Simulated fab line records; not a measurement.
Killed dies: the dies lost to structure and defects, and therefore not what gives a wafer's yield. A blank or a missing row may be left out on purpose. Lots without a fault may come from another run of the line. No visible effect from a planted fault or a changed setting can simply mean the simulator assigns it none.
Which tool did it?    flow n5_finfet    10 lots, 30 wafers sampled, at 5 steps of a route of 1938

WHAT EACH GAUGE READ, for each wafer
N5_PASSIVATION_INSPECT_64: inspects for defects (macro). Usual: raw_defect_count 2.0, standard deviation 1.4.
lot   measured      on                 raw_defect_count  flag
L968  day 13 16:20  defect_inspect-01  3 2 0             
L975  day 15 12:44  defect_inspect-02  2 >300 >300       
L977  day 17 04:29  defect_inspect-02  4 >300 3          
L976  day 17 19:23  defect_inspect-01  2 5 1             
L981  day 17 19:53  defect_inspect-02  0 1 1             
L980  day 18 05:41  defect_inspect-02  1 1 3             
L984  day 19 11:16  defect_inspect-02  1 2 2             
L987  day 19 12:34  defect_inspect-01  1 1 2             
L990  day 19 17:11  defect_inspect-01  1 2 2             
L988  day 19 17:41  defect_inspect-02  1 1 0             

WHAT TOOL EACH LOT RAN ON (gives the tool, then ch and the chambers of the sampled wafers, and finally the start)
lot   N5_PASSIVATION_PECVD_55          N5_PASSIVATION_ETCH_15                         N5_PASSIVATION_DEGAS_18       N5_PASSIVATION_AL_DEP_21
L968  pecvd-03 ch 0,1, day 13 11:22    rie_diel-06 ch 2,3, day 13 15:31 or earlier    pvd_sputter-01, day 13 15:31  pvd_sputter-01, day 13 15:41
L975  pecvd-03 ch 1,2, day 15 08:25    rie_diel-03 ch 0,1,3, day 15 11:54 or earlier  pvd_sputter-01, day 15 11:54  pvd_sputter-01, day 15 12:05
L977  pecvd-02 ch 0,2, day 17 02:03    rie_diel-03 ch 0,2, day 17 03:39 or earlier    pvd_sputter-01, day 17 03:39  pvd_sputter-01, day 17 03:50
L976  pecvd-02 ch 0,2, day 17 14:59    rie_diel-03 ch 1,2,3, day 17 18:33 or earlier  pvd_sputter-03, day 17 18:33  pvd_sputter-03, day 17 18:44
L981  pecvd-02 ch 0,2, day 17 15:20    rie_diel-03 ch 0,1,2, day 17 19:03 or earlier  pvd_sputter-02, day 17 19:03  pvd_sputter-02, day 17 19:14
L980  pecvd-04 ch 0,1, day 18 02:16    rie_diel-02 ch 0,2, day 18 04:59 or earlier    pvd_sputter-03, day 18 04:59  pvd_sputter-03, day 18 05:10
L984  pecvd-04 ch 0,2, day 19 08:44    rie_diel-02 ch 0,3, day 19 10:26 or earlier    pvd_sputter-01, day 19 10:26  pvd_sputter-01, day 19 10:37
L987  pecvd-04 ch 0,1,2, day 19 09:11  rie_diel-03 ch 0,1,2, day 19 11:44 or earlier  pvd_sputter-01, day 19 11:44  pvd_sputter-01, day 19 11:55
L990  pecvd-04 ch 1,2, day 19 09:16    rie_diel-06 ch 0,1,3, day 19 16:21 or earlier  pvd_sputter-03, day 19 16:21  pvd_sputter-03, day 19 16:32
L988  pecvd-04 ch 0,1,2, day 19 13:36  rie_diel-03 ch 0,1,3, day 19 16:51 or earlier  pvd_sputter-03, day 19 16:51  pvd_sputter-03, day 19 17:02
- N5_PASSIVATION_PECVD_55: deposits SiO2 from SiH4/N2O, target thk 400 nm, time 22.5 s.
- N5_PASSIVATION_ETCH_15: etches SiCN in CF4/N2, target depth 75 nm, time 81.2 s.
- N5_PASSIVATION_DEGAS_18: time 60 s.
- N5_PASSIVATION_AL_DEP_21: deposits Al, target thk 2800 nm, time 170 s.

AS READ BY THE TOOLS THEMSELVES (means over the sampled wafers that have a number; for cases with no such wafer, the mark the record gives instead)
N5_PASSIVATION_PECVD_55. Usual: heater_power_w 630 W, standard deviation 85; showerhead_plenum_p_Torr 8.13 Torr, standard deviation 0.1; throttle_valve_pct 52.1 %, standard deviation 2.9.
lot   tool      heater_power_w (W)  showerhead_plenum_p_Torr (Torr)  throttle_valve_pct (%)  flag
L968  pecvd-03  586                 7.99                             51.3                    
L975  pecvd-03  651                 8.05                             51.3                    
L977  pecvd-02  694                 8.18                             51.4                    
L976  pecvd-02  684                 8.17                             51.4                    
L981  pecvd-02  702                 8.09                             53.0                    
L980  pecvd-04  630                 8.21                             54.8                    
L984  pecvd-04  628                 8.14                             52.7                    
L987  pecvd-04  632                 8.16                             52.3                    
L990  pecvd-04  623                 8.15                             49.8                    
L988  pecvd-04  583                 8.17                             52.3                    

N5_PASSIVATION_ETCH_15. Usual: cf4_flow_sccm is 60.01 sccm with standard deviation 0.21, chamber_pressure_mTorr is 39.99 mTorr with standard deviation 0.039, drypump_motor_current_A is 5.6 A with standard deviation 0.49, oes_product_au is 0.80 a.u. with standard deviation 0.09, rf_vpp_V is 382.3 V with standard deviation 2.2, showerhead_plenum_p_Torr is 2.21 Torr with standard deviation 0.081, and throttle_valve_pct is 15.43 % with standard deviation 0.23.
lot   tool         cf4_flow_sccm (sccm)  chamber_pressure_mTorr (mTorr)  drypump_motor_current_A (A)  oes_product_au (a.u.)  rf_vpp_V (V)  showerhead_plenum_p_Torr (Torr)  throttle_valve_pct (%)  flag
L968  rie_diel-06  59.87                 40.01                           6.1                          0.72                   380.2         2.13                             15.49                   
L975  rie_diel-03  60.12                 39.97                           5.4                          0.85                   383.6         2.24                             15.25                   
L977  rie_diel-03  59.81                 39.99                           4.9                          0.79                   381.1         2.20                             15.34                   
L976  rie_diel-03  60.01                 39.96                           5.6                          0.88                   384.8         2.30                             15.28                   
L981  rie_diel-03  60.12                 39.99                           5.4                          0.85                   382.2         2.24                             15.29                   
L980  rie_diel-02  59.94                 39.99                           5.9                          0.73                   382.3         2.23                             15.57                   
L984  rie_diel-02  60.37                 39.98                           5.7                          0.78                   380.3         2.12                             15.57                   
L987  rie_diel-03  59.96                 40.02                           5.3                          0.84                   383.1         2.23                             15.32                   
L990  rie_diel-06  59.92                 39.99                           5.4                          0.90                   381.1         2.19                             15.38                   
L988  rie_diel-03  59.98                 40.00                           5.4                          0.82                   382.4         2.23                             15.32                   

N5_PASSIVATION_DEGAS_18. Usual: heater_power_w 484 W, standard deviation 55.
lot   tool            heater_power_w (W)  flag
L968  pvd_sputter-01  507                 
L975  pvd_sputter-01  464                 
L977  pvd_sputter-01  496                 
L976  pvd_sputter-03  482                 
L981  pvd_sputter-02  539                 
L980  pvd_sputter-03  442                 
L984  pvd_sputter-01  446                 
L987  pvd_sputter-01  487                 
L990  pvd_sputter-03  482                 
L988  pvd_sputter-03  443                 

N5_PASSIVATION_AL_DEP_21. Usual: throttle_valve_pct 29.8 %, standard deviation 1.1.
lot   tool            throttle_valve_pct (%)  flag
L968  pvd_sputter-01  30.3                    
L975  pvd_sputter-01  29.9                    
L977  pvd_sputter-01  29.5                    
L976  pvd_sputter-03  30.9                    
L981  pvd_sputter-02  29.7                    
L980  pvd_sputter-03  30.1                    
L984  pvd_sputter-01  29.3                    
L987  pvd_sputter-01  29.8                    
L990  pvd_sputter-03  30.9                    
L988  pvd_sputter-03  29.1                    

THE ANSWER, worked out from the rows above alone
Rule: a lot counts as off when the mean over its wafers that have a number is more than 3 standard deviations away from the usual mean. A lot without any number at a reading at which 4 lots or more have one is off too. Any other lot the step has rows for is counted as sound. The gauges are gone through in route order, then the tools' own readings, and for those a lot's mean is taken as printed above. At the first step where some lot is off, the reading lying furthest off is the one used; lots without a number count as furthest.
No lot is off at any reading shown: from this, nothing can be told.

WHAT THE SIMULATOR HAD PUT IN
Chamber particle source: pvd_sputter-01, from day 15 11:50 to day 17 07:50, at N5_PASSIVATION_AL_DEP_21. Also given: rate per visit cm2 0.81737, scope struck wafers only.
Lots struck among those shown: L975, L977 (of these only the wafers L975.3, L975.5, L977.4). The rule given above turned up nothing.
